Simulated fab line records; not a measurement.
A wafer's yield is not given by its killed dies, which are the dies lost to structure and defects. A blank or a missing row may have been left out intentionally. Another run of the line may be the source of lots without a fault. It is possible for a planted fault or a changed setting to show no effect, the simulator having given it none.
Matching of chambers || flow nandHarc || 4 sister chambers for NHARC_A_STAIRCASE_DESCUM_186 on rieDiel-11
The step chemistry O2, time 3 s. 20 wafers are shown with their chamber, then 10 later ones without.

WAFERS, EACH WITH ITS CHAMBER
{"wafer": "L080.3", "chamber": 0, "drypumpMotorCurrentA (A)": 6.1, "showerheadPlenumPTorr (Torr)": 1.93, "oesProductAu (a.u.)": 0.988}
{"wafer": "L080.5", "chamber": 3, "drypumpMotorCurrentA (A)": 5.5, "showerheadPlenumPTorr (Torr)": 1.95, "oesProductAu (a.u.)": 0.984}
{"wafer": "L080.6", "chamber": 2, "drypumpMotorCurrentA (A)": 5.4, "showerheadPlenumPTorr (Torr)": 2.00, "oesProductAu (a.u.)": 1.010}
{"wafer": "L081.2", "chamber": 3, "drypumpMotorCurrentA (A)": 5.5, "showerheadPlenumPTorr (Torr)": 1.94, "oesProductAu (a.u.)": 0.989}
{"wafer": "L081.4", "chamber": 2, "drypumpMotorCurrentA (A)": 5.4, "showerheadPlenumPTorr (Torr)": 2.00, "oesProductAu (a.u.)": 1.003}
{"wafer": "L081.5", "chamber": 3, "drypumpMotorCurrentA (A)": 5.5, "showerheadPlenumPTorr (Torr)": 1.94, "oesProductAu (a.u.)": 0.995}
{"wafer": "L082.1", "chamber": 2, "drypumpMotorCurrentA (A)": 5.4, "showerheadPlenumPTorr (Torr)": 2.00, "oesProductAu (a.u.)": 1.023}
{"wafer": "L082.2", "chamber": 3, "drypumpMotorCurrentA (A)": 5.5, "showerheadPlenumPTorr (Torr)": 1.94, "oesProductAu (a.u.)": 0.996}
{"wafer": "L082.3", "chamber": 1, "drypumpMotorCurrentA (A)": 5.8, "showerheadPlenumPTorr (Torr)": 1.93, "oesProductAu (a.u.)": 0.996}
{"wafer": "L085.1", "chamber": 0, "drypumpMotorCurrentA (A)": 6.1, "showerheadPlenumPTorr (Torr)": 1.93, "oesProductAu (a.u.)": 0.999}
{"wafer": "L085.2", "chamber": 1, "drypumpMotorCurrentA (A)": 5.8, "showerheadPlenumPTorr (Torr)": 1.93, "oesProductAu (a.u.)": 0.992}
{"wafer": "L085.4", "chamber": 3, "drypumpMotorCurrentA (A)": 5.5, "showerheadPlenumPTorr (Torr)": 1.94, "oesProductAu (a.u.)": 0.990}
{"wafer": "L086.1", "chamber": 1, "drypumpMotorCurrentA (A)": 5.8, "showerheadPlenumPTorr (Torr)": 1.93, "oesProductAu (a.u.)": 0.999}
{"wafer": "L086.4", "chamber": 0, "drypumpMotorCurrentA (A)": 6.1, "showerheadPlenumPTorr (Torr)": 1.93, "oesProductAu (a.u.)": 1.000}
{"wafer": "L086.5", "chamber": 2, "drypumpMotorCurrentA (A)": 5.4, "showerheadPlenumPTorr (Torr)": 2.00, "oesProductAu (a.u.)": 1.019}
{"wafer": "L089.1", "chamber": 0, "drypumpMotorCurrentA (A)": 6.1, "showerheadPlenumPTorr (Torr)": 1.93, "oesProductAu (a.u.)": 0.989}
{"wafer": "L089.2", "chamber": 1, "drypumpMotorCurrentA (A)": 5.8, "showerheadPlenumPTorr (Torr)": 1.93, "oesProductAu (a.u.)": 1.002}
{"wafer": "L089.5", "chamber": 0, "drypumpMotorCurrentA (A)": 6.1, "showerheadPlenumPTorr (Torr)": 1.93, "oesProductAu (a.u.)": 1.002}
{"wafer": "L087.1", "chamber": 1, "drypumpMotorCurrentA (A)": 5.8, "showerheadPlenumPTorr (Torr)": 1.93, "oesProductAu (a.u.)": 1.006}
{"wafer": "L087.2", "chamber": 2, "drypumpMotorCurrentA (A)": 5.3, "showerheadPlenumPTorr (Torr)": 1.99, "oesProductAu (a.u.)": 1.018}

SIGNATURES, as means of the wafers listed above
{"reading": "drypumpMotorCurrentA", "chamber 0": 6.100, "chamber 1": 5.800, "chamber 2": 5.380, "chamber 3": 5.500, "scatter within a chamber": 0.0224}
{"reading": "showerheadPlenumPTorr", "chamber 0": 1.9300, "chamber 1": 1.9300, "chamber 2": 1.9980, "chamber 3": 1.9420, "scatter within a chamber": 0.00316}
{"reading": "oesProductAu", "chamber 0": 0.99560, "chamber 1": 0.99900, "chamber 2": 1.01460, "chamber 3": 0.99080, "scatter within a chamber": 0.00633}
Rule: distance of a wafer from a chamber = root of the sum over the readings of ((wafer's reading minus chamber's mean) / reading's scatter) squared. If the next closest chamber is less than 2 further off than the closest, the wafer can't be placed; otherwise it belongs to the closest. How the scatter is found: for the shown wafers, subtract from each reading the mean of its chamber, square and add these, divide the total by (wafers less chambers), then take the root.

WAFERS WITH NO CHAMBER GIVEN
{"wafer": "L087.4", "drypumpMotorCurrentA (A)": 6.1, "showerheadPlenumPTorr (Torr)": 1.93, "oesProductAu (a.u.)": 1.007}
{"wafer": "L095.3", "drypumpMotorCurrentA (A)": 5.4, "showerheadPlenumPTorr (Torr)": 1.99, "oesProductAu (a.u.)": 1.005}
{"wafer": "L095.5", "drypumpMotorCurrentA (A)": 5.4, "showerheadPlenumPTorr (Torr)": 1.99, "oesProductAu (a.u.)": 1.007}
{"wafer": "L095.6", "drypumpMotorCurrentA (A)": 5.8, "showerheadPlenumPTorr (Torr)": 1.93, "oesProductAu (a.u.)": 0.992}
{"wafer": "L094.1", "drypumpMotorCurrentA (A)": 5.5, "showerheadPlenumPTorr (Torr)": 1.93, "oesProductAu (a.u.)": 0.990}
{"wafer": "L094.2", "drypumpMotorCurrentA (A)": 6.1, "showerheadPlenumPTorr (Torr)": 1.93, "oesProductAu (a.u.)": 1.002}
{"wafer": "L094.6", "drypumpMotorCurrentA (A)": 5.4, "showerheadPlenumPTorr (Torr)": 1.99, "oesProductAu (a.u.)": 1.014}
{"wafer": "L097.1", "drypumpMotorCurrentA (A)": 6.1, "showerheadPlenumPTorr (Torr)": 1.92, "oesProductAu (a.u.)": 1.005}
{"wafer": "L097.2", "drypumpMotorCurrentA (A)": 5.5, "showerheadPlenumPTorr (Torr)": 1.93, "oesProductAu (a.u.)": 0.996}
{"wafer": "L097.4", "drypumpMotorCurrentA (A)": 5.4, "showerheadPlenumPTorr (Torr)": 1.99, "oesProductAu (a.u.)": 0.998}

EACH ONE'S CHAMBER
{"wafer": "L087.4", "from the rows above": 0, "in truth": 0}
{"wafer": "L095.3", "from the rows above": 2, "in truth": 2}
{"wafer": "L095.5", "from the rows above": 2, "in truth": 2}
{"wafer": "L095.6", "from the rows above": 1, "in truth": 1}
{"wafer": "L094.1", "from the rows above": 3, "in truth": 3}
{"wafer": "L094.2", "from the rows above": 0, "in truth": 0}
{"wafer": "L094.6", "from the rows above": 2, "in truth": 2}
{"wafer": "L097.1", "from the rows above": 0, "in truth": 0}
{"wafer": "L097.2", "from the rows above": 3, "in truth": 3}
{"wafer": "L097.4", "from the rows above": 2, "in truth": 2}
Correct placement for 10 of the 10. Number that these rows cannot place: 0. Placed wrongly: 0.
